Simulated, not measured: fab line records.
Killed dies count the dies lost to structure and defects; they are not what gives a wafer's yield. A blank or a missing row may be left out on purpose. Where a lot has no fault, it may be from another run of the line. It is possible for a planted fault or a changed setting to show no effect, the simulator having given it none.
Matching of chambers | flow n5_finfet | N5_BEOL_M2_DEP_57 on pecvd-02 has 3 sister chambers
The step deposits SiCN from 3MS/NH3, target thk 8 nm, time 14 s. 14 wafers are shown with their chamber, then 7 later ones without.

## WAFERS PAIRED WITH THEIR CHAMBERS
wafer  | chamber | showerhead_vpp_V (V) | throttle_valve_pct (%) | showerhead_plenum_p_Torr (Torr)
L074.1 | 1       | 835                  | 9.2                    | 3.676
L074.4 | 2       | 970                  | 8.9                    | 3.654
L074.6 | 1       | 839                  | 9.5                    | 3.675
L076.3 | 0       | 915                  | 8.4                    | 3.669
L076.4 | 0       | 928                  | 8.3                    | 3.650
L076.6 | 2       | 963                  | 8.8                    | 3.658
L081.2 | 2       | 969                  | 8.8                    | 3.654
L081.4 | 1       | 851                  | 9.1                    | 3.681
L081.6 | 0       | 919                  | 8.3                    | 3.659
L082.1 | 0       | 918                  | 8.4                    | 3.657
L082.2 | 1       | 842                  | 9.2                    | 3.678
L082.6 | 1       | 835                  | 9.2                    | 3.677
L085.2 | 0       | 923                  | 8.5                    | 3.668
L085.4 | 1       | 839                  | 9.5                    | 3.674

SIGNATURES (means of the wafers above)
reading                  | chamber 0 | chamber 1 | chamber 2 | scatter within a chamber
showerhead_vpp_V         | 920.60    | 840.17    | 967.33    | 5.28
throttle_valve_pct       | 8.380     | 9.283     | 8.833     | 0.129
showerhead_plenum_p_Torr | 3.66060   | 3.67683   | 3.65533   | 0.00518
Rule: a wafer lies at a distance from a chamber equal to the root of the sum of squares, over the readings, of (its reading less the chamber's mean, divided by the reading's scatter). If the next closest chamber is less than 2 further off than the closest, the wafer can't be placed; otherwise it belongs to the closest. The scatter: take each reading less its chamber's mean, square it, sum over the shown wafers, divide by the number of wafers less the number of chambers, and take the root.

## WAFERS WITHOUT THEIR CHAMBER
wafer  | showerhead_vpp_V (V) | throttle_valve_pct (%) | showerhead_plenum_p_Torr (Torr)
L085.5 | 915                  | 8.3                    | 3.663
L090.1 | 957                  | 9.0                    | 3.650
L090.3 | 832                  | 9.1                    | 3.670
L090.5 | 919                  | 8.6                    | 3.656
L091.1 | 902                  | 8.4                    | 3.669
L091.2 | 862                  | 9.5                    | 3.671
L091.3 | 946                  | 8.9                    | 3.653

## THE CHAMBER EACH PASSED THROUGH
wafer  | from the rows above | in truth
L085.5 | 0                   | 0
L090.1 | 2                   | 2
L090.3 | 1                   | 1
L090.5 | 0                   | 0
L091.1 | 0                   | 0
L091.2 | 1                   | 1
L091.3 | 2                   | 2
Placed correctly: 7 of 7. Not placeable from these rows: 0. 0 placed wrongly.
